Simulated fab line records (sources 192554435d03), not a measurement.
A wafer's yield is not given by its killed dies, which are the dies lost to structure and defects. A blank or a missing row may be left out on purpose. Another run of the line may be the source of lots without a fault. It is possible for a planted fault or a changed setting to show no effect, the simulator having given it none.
Split-lot experiment + flow n5Finfet + 21 wafers read from 7 lots, route of 1938 steps

== ON THE SPLIT ==
At N5_PMOS_HMC_CHANNEL_EPI_PEB_07 (peb time 60 s), the setting pebTempC was moved away from the recipe's 110 C on 10 of the 21 wafers read, by -3.3% to +1.7%. The other wafers ran this setting at the recipe's value.

== THE PATH FROM SPLIT TO READING: the file shows 1 step between them ==
- N5_PMOS_HMC_CHANNEL_EPI_DEVELOP_08: develop time 30 s

== THE READING ==
cdNm at N5_PMOS_HMC_CHANNEL_EPI_CD_MEAS_09, given in nm (cd target 237.4 nm). Fault-free wafers of this fab line usually give 237.7 nm, standard deviation 1.3 nm.

| wafer  | tool, chamber at the split | pebTempC as run, C | against the recipe | cdNm, nm | against lot-mates on the recipe |
|--------|----------------------------|--------------------|--------------------|----------|---------------------------------|
| L077.1 | lithoTrack-02, 0           | 106.8              | -2.9%              | 227.1    | -11.1                           |
| L077.3 | lithoTrack-02, 0           | 110                | recipe             | 238.2    | -                               |
| L077.5 | lithoTrack-02, 0           | 106.8              | -2.9%              | 226.2    | -12.0                           |
| L078.2 | lithoTrack-01, 0           | 106.4              | -3.3%              | 228.1    | -10.3                           |
| L078.3 | lithoTrack-01, 0           | 106.4              | -3.3%              | 225.1    | -13.3                           |
| L078.5 | lithoTrack-01, 0           | 110                | recipe             | 238.4    | -                               |
| L085.2 | lithoTrack-01, 0           | 110                | recipe             | 237.5    | -                               |
| L085.4 | lithoTrack-01, 0           | 107                | -2.7%              | 227.1    | -10.4                           |
| L085.5 | lithoTrack-01, 0           | 107                | -2.7%              | 229.7    | -7.8                            |
| L086.1 | lithoTrack-02, 0           | 110                | recipe             | 236.4    | -                               |
| L086.3 | lithoTrack-02, 0           | 110                | recipe             | 238.8    | -                               |
| L086.4 | lithoTrack-02, 0           | 108.7              | -1.2%              | 234.7    | -2.9                            |
| L089.2 | lithoTrack-02, 0           | 110                | recipe             | 236.0    | -                               |
| L089.3 | lithoTrack-02, 0           | 110                | recipe             | 239.2    | -                               |
| L089.5 | lithoTrack-02, 0           | 110                | recipe             | 238.8    | -                               |
| L091.2 | lithoTrack-03, 0           | 110                | recipe             | 236.7    | -                               |
| L091.4 | lithoTrack-03, 0           | 110                | recipe             | 236.8    | -                               |
| L091.5 | lithoTrack-03, 0           | 106.7              | -3.0%              | 225.6    | -11.2                           |
| L095.1 | lithoTrack-02, 0           | 110                | recipe             | 239.0    | -                               |
| L095.3 | lithoTrack-02, 0           | 111.9              | +1.7%              | 244.0    | +5.0                            |
| L095.6 | lithoTrack-02, 0           | 111.9              | +1.7%              | 243.4    | +4.4                            |

THE FIT
A straight line over all 21 wafers: cdNm changes by +3.59 nm for each +1% of pebTempC; r = +0.98; the points scatter about the line by 1.2 nm.
The same after taking each lot's own level away (the mean of its wafers on the recipe; 21 wafers): +3.49 nm for each +1%; r = +0.98; scatter 1.2 nm.
Per that fit: largest pebTempC move, reading shift of 11 nm.
The span of the lots' own levels, 236.75 to 239.00 nm, comes to 1.7 times the standard deviation stated above.
The two slopes are in agreement: the lot-to-lot level therefore moves the slope only a little.
Check: with one of the wafers moved furthest among these (-3.3%) left out of the fit, the line predicts -11.9 nm for it against its lot-mates. Against them it came out at -10.3 nm.

== ADDITIONAL SPLITS CARRIED BY THESE WAFERS ==
Before the reading, these wafers also passed through other splits. Each is held against what the fit with the lots' levels taken away leaves over:
| other split on the same wafers | wafers away from the commonest value | r with cdNm (lot level and that fit taken away) |
|--------------------------------|--------------------------------------|-------------------------------------------------|
| N5_WELL_APT_PEB_23 pebTempC    | 8                                    | -0.19                                           |

== THE WHOLE CHAIN: every reading that the file lists as answering this split, in the file's order ==
| step                               | what it does                                                           | reading                                                                    | change (the file's fit)              | r (the file's) |
|------------------------------------|------------------------------------------------------------------------|----------------------------------------------------------------------------|--------------------------------------|----------------|
| N5_PMOS_HMC_CHANNEL_EPI_CD_MEAS_09 | target cd 237.4 nm                                                     | cdNm                                                                       | +3.56 nm for each +1% of the setting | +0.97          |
| N5_PMOS_HMC_CHANNEL_EPI_DESCUM_14  | chemistry O2, time 7.9 s                                               | PMOS_HMC_CHANNEL_EPI.cdNm (the simulator's own value, which no gauge read) | +3.55 nm for each +1% of the setting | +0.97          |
| N5_PMOS_HMC_CHANNEL_EPI_ETCH_32    | etches BARC in N2/H2, stops on SiO2, target depth 85.8 nm, time 50.3 s | PMOS_HMC_CHANNEL_EPI.cdNm (the simulator's own value, which no gauge read) | +3.41 nm for each +1% of the setting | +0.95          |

== FILE'S OWN FIT ==
cdNm changes by +3.56 nm for each +1% of pebTempC, r = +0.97.
